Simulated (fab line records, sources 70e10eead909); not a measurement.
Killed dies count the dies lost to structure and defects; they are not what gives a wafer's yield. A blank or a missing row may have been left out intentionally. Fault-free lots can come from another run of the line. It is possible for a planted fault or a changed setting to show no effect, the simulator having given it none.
Matching of chambers / flow nandHarc / 4 sister chambers for NHARC_P_M1_CMP_23 on cmp-04
The step polishes, t overpolish 20 s, target thk 157.82 nm. 18 wafers are shown with their chamber, then 9 later ones without.

== WAFERS PAIRED WITH THEIR CHAMBERS ==
wafer=L079.2; chamber=0; motorCurrentA (A)=12.6; timeToEndpointS (s)=31; slurryFlowMlMin=150.7
wafer=L079.4; chamber=2; motorCurrentA (A)=12.4; timeToEndpointS (s)=30; slurryFlowMlMin=149.9
wafer=L079.5; chamber=0; motorCurrentA (A)=12.3; timeToEndpointS (s)=31; slurryFlowMlMin=150.5
wafer=L081.4; chamber=0; motorCurrentA (A)=12.0; timeToEndpointS (s)=33; slurryFlowMlMin=150.7
wafer=L081.5; chamber=1; motorCurrentA (A)=11.6; timeToEndpointS (s)=28; slurryFlowMlMin=149.0
wafer=L081.6; chamber=0; motorCurrentA (A)=11.9; timeToEndpointS (s)=31; slurryFlowMlMin=151.0
wafer=L083.1; chamber=1; motorCurrentA (A)=12.8; timeToEndpointS (s)=31; slurryFlowMlMin=149.9
wafer=L083.2; chamber=2; motorCurrentA (A)=12.0; timeToEndpointS (s)=33; slurryFlowMlMin=150.3
wafer=L083.6; chamber=1; motorCurrentA (A)=12.4; timeToEndpointS (s)=34; slurryFlowMlMin=149.8
wafer=L085.1; chamber=0; motorCurrentA (A)=12.6; timeToEndpointS (s)=35; slurryFlowMlMin=150.7
wafer=L085.4; chamber=1; motorCurrentA (A)=11.8; timeToEndpointS (s)=34; slurryFlowMlMin=149.8
wafer=L085.5; chamber=3; motorCurrentA (A)=10.9; timeToEndpointS (s)=29; slurryFlowMlMin=149.4
wafer=L087.1; chamber=3; motorCurrentA (A)=10.8; timeToEndpointS (s)=24; slurryFlowMlMin=150.8
wafer=L087.2; chamber=0; motorCurrentA (A)=12.2; timeToEndpointS (s)=33; slurryFlowMlMin=150.6
wafer=L087.3; chamber=1; motorCurrentA (A)=12.5; timeToEndpointS (s)=31; slurryFlowMlMin=149.8
wafer=L090.1; chamber=0; motorCurrentA (A)=12.1; timeToEndpointS (s)=32; slurryFlowMlMin=150.2
wafer=L090.3; chamber=2; motorCurrentA (A)=12.7; timeToEndpointS (s)=34; slurryFlowMlMin=150.6
wafer=L090.4; chamber=3; motorCurrentA (A)=10.5; timeToEndpointS (s)=23; slurryFlowMlMin=149.2

SIGNATURES (means of the wafers above)
reading=motorCurrentA; chamber 0=12.243; chamber 1=12.220; chamber 2=12.367; chamber 3=10.733; scatter within a chamber=0.358
reading=timeToEndpointS; chamber 0=32.29; chamber 1=31.60; chamber 2=32.33; chamber 3=25.33; scatter within a chamber=2.2
reading=slurryFlowMlMin; chamber 0=150.629; chamber 1=149.660; chamber 2=150.267; chamber 3=149.800; scatter within a chamber=0.437
Rule: for a wafer and a chamber, the distance is found by dividing, reading by reading, the gap between the wafer's reading and the chamber's mean by the reading's scatter, squaring, summing and taking the root. The wafer belongs to the nearest chamber; if the next one is less than 2 further off, it can't be placed. The scatter is the square root of a quotient: the sum, over the shown wafers, of each reading's squared deviation from its chamber's mean, divided by wafers minus chambers.

== WAFERS WHOSE CHAMBER IS MISSING ==
wafer=L091.1; motorCurrentA (A)=11.5; timeToEndpointS (s)=28; slurryFlowMlMin=149.5
wafer=L091.3; motorCurrentA (A)=10.3; timeToEndpointS (s)=24; slurryFlowMlMin=149.8
wafer=L091.5; motorCurrentA (A)=11.8; timeToEndpointS (s)=30; slurryFlowMlMin=150.9
wafer=L093.1; motorCurrentA (A)=12.5; timeToEndpointS (s)=31; slurryFlowMlMin=150.2
wafer=L093.3; motorCurrentA (A)=10.8; timeToEndpointS (s)=24; slurryFlowMlMin=149.6
wafer=L093.5; motorCurrentA (A)=13.3; timeToEndpointS (s)=33; slurryFlowMlMin=150.0
wafer=L096.1; motorCurrentA (A)=12.0; timeToEndpointS (s)=33; slurryFlowMlMin=149.2
wafer=L096.2; motorCurrentA (A)=10.7; timeToEndpointS (s)=24; slurryFlowMlMin=149.6
wafer=L096.3; motorCurrentA (A)=13.0; timeToEndpointS (s)=33; slurryFlowMlMin=149.6

== CHAMBER TAKEN BY EACH ==
wafer=L091.1; from the rows above=can't be placed: 3 or 1 or 2 or 0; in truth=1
wafer=L091.3; from the rows above=3; in truth=3
wafer=L091.5; from the rows above=can't be placed: 0 or 2 or 1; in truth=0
wafer=L093.1; from the rows above=can't be placed: 2 or 0 or 1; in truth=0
wafer=L093.3; from the rows above=3; in truth=3
wafer=L093.5; from the rows above=can't be placed: 2 or 1 or 0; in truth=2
wafer=L096.1; from the rows above=can't be placed: 1 or 2 or 0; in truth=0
wafer=L096.2; from the rows above=3; in truth=3
wafer=L096.3; from the rows above=can't be placed: 1 or 2 or 0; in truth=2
Correct placement for 3 of the 9. These rows do not allow placing 6 (true chamber among the candidates in 6). Number placed wrongly: 0.
